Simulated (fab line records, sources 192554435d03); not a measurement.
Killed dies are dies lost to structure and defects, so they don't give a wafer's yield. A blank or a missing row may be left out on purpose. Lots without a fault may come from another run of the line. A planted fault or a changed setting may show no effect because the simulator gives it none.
Chamber matching | flow n5_finfet | N5_FIN_SAQP_ETCH_51 on rie_diel-06: 4 sister chambers
The step etches SiARC in CF4, target depth 45.5 nm, time 75.8 s. 8 wafers are shown with their chamber, then 8 later ones without.

WAFERS WITH THEIR CHAMBER
wafer  | chamber | drypump_motor_current_A (A) | showerhead_plenum_p_Torr (Torr)
L075.6 | 2       | 5.7                         | 2.11
L080.5 | 2       | 5.7                         | 2.11
L080.6 | 1       | 6.5                         | 2.20
L082.4 | 3       | 5.4                         | 2.14
L083.1 | 0       | 6.2                         | 2.11
L083.4 | 3       | 5.4                         | 2.14
L083.5 | 0       | 6.2                         | 2.11
L084.2 | 1       | 6.6                         | 2.19

WAFERS WITHOUT THEIR CHAMBER
wafer  | drypump_motor_current_A (A) | showerhead_plenum_p_Torr (Torr)
L084.3 | 5.4                         | 2.14
L084.6 | 6.6                         | 2.19
L091.1 | 5.4                         | 2.13
L091.4 | 6.2                         | 2.11
L091.5 | 5.7                         | 2.10
L096.3 | 5.4                         | 2.13
L096.4 | 5.7                         | 2.10
L096.5 | 6.5                         | 2.18

WHICH CHAMBER EACH WENT THROUGH
wafer  | from the rows above | in truth
L084.3 | 3                   | 3
L084.6 | 1                   | 1
L091.1 | 3                   | 3
L091.4 | 0                   | 0
L091.5 | 2                   | 2
L096.3 | 3                   | 3
L096.4 | 2                   | 2
L096.5 | 1                   | 1
Placed correctly: 8 of 8. Can't be placed from these rows: 0. Placed wrongly: 0.
How it was worked out, from the rows above alone: a wafer's distance from a chamber is the root of the sum, over the readings, of the square of ((its reading less the chamber's mean) divided by the reading's scatter). The wafer belongs to the nearest chamber; if the next one is less than 2 further off, it can't be placed. A chamber's mean is the mean of its shown wafers. The scatter: the root of (the sum of the squares of (reading less its chamber's mean) over the shown wafers, divided by (wafers less chambers)).
